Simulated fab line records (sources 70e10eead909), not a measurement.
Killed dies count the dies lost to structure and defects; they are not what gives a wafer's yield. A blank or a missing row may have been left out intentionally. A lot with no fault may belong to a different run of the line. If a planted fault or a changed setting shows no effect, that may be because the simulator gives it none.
Chamber matching / flow nand harc / NHARC_A_CHANNEL_FILL_D1_CMP_10 on cmp-02 has 4 sister chambers
The step polishes, target thk 150 nm. 8 wafers are shown with their chamber, then 8 later ones without.

WAFERS, EACH WITH ITS CHAMBER
wafer=L077.6; chamber=2; motor current A (A)=11.8; time to endpoint s (s)=18.9
wafer=L079.2; chamber=2; motor current A (A)=11.8; time to endpoint s (s)=15.4
wafer=L086.6; chamber=0; motor current A (A)=13.5; time to endpoint s (s)=17.8
wafer=L088.4; chamber=1; motor current A (A)=11.4; time to endpoint s (s)=15.7
wafer=L091.2; chamber=1; motor current A (A)=11.6; time to endpoint s (s)=19.6
wafer=L091.4; chamber=3; motor current A (A)=13.4; time to endpoint s (s)=14.1
wafer=L091.6; chamber=0; motor current A (A)=13.3; time to endpoint s (s)=15.4
wafer=L093.1; chamber=3; motor current A (A)=13.3; time to endpoint s (s)=13.6

WAFERS WITH NO CHAMBER GIVEN
wafer=L093.2; motor current A (A)=11.2; time to endpoint s (s)=17.2
wafer=L093.4; motor current A (A)=11.8; time to endpoint s (s)=15.6
wafer=L095.3; motor current A (A)=11.6; time to endpoint s (s)=15.4
wafer=L095.5; motor current A (A)=12.8; time to endpoint s (s)=17.9
wafer=L095.6; motor current A (A)=14.2; time to endpoint s (s)=14.3
wafer=L097.3; motor current A (A)=13.0; time to endpoint s (s)=16.7
wafer=L097.5; motor current A (A)=13.0; time to endpoint s (s)=17.6
wafer=L097.6; motor current A (A)=11.7; time to endpoint s (s)=17.6

CHAMBER TAKEN BY EACH
wafer=L093.2; from the rows above=1; in truth=1
wafer=L093.4; from the rows above=2; in truth=2
wafer=L095.3; from the rows above=can't be placed: 1 or 2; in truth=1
wafer=L095.5; from the rows above=can't be placed: 3 or 0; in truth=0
wafer=L095.6; from the rows above=can't be placed: 0 or 3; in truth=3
wafer=L097.3; from the rows above=can't be placed: 3 or 0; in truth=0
wafer=L097.5; from the rows above=can't be placed: 3 or 0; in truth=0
wafer=L097.6; from the rows above=can't be placed: 2 or 1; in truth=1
Correctly placed: 2 of 8. Cannot be placed on the basis of these rows: 6; the candidates contain the true chamber in 6. Number placed wrongly: 0.
How it was worked out, from the rows above alone: a wafer's distance from a chamber is the root of the sum, over the readings, of the square of ((its reading less the chamber's mean) divided by the reading's scatter). The wafer belongs to the nearest chamber; if the next one is less than 2 further off, it can't be placed. The mean given for a chamber averages the wafers shown for that chamber. The scatter is the square root of a quotient: the sum, over the shown wafers, of each reading's squared deviation from its chamber's mean, divided by wafers minus chambers.
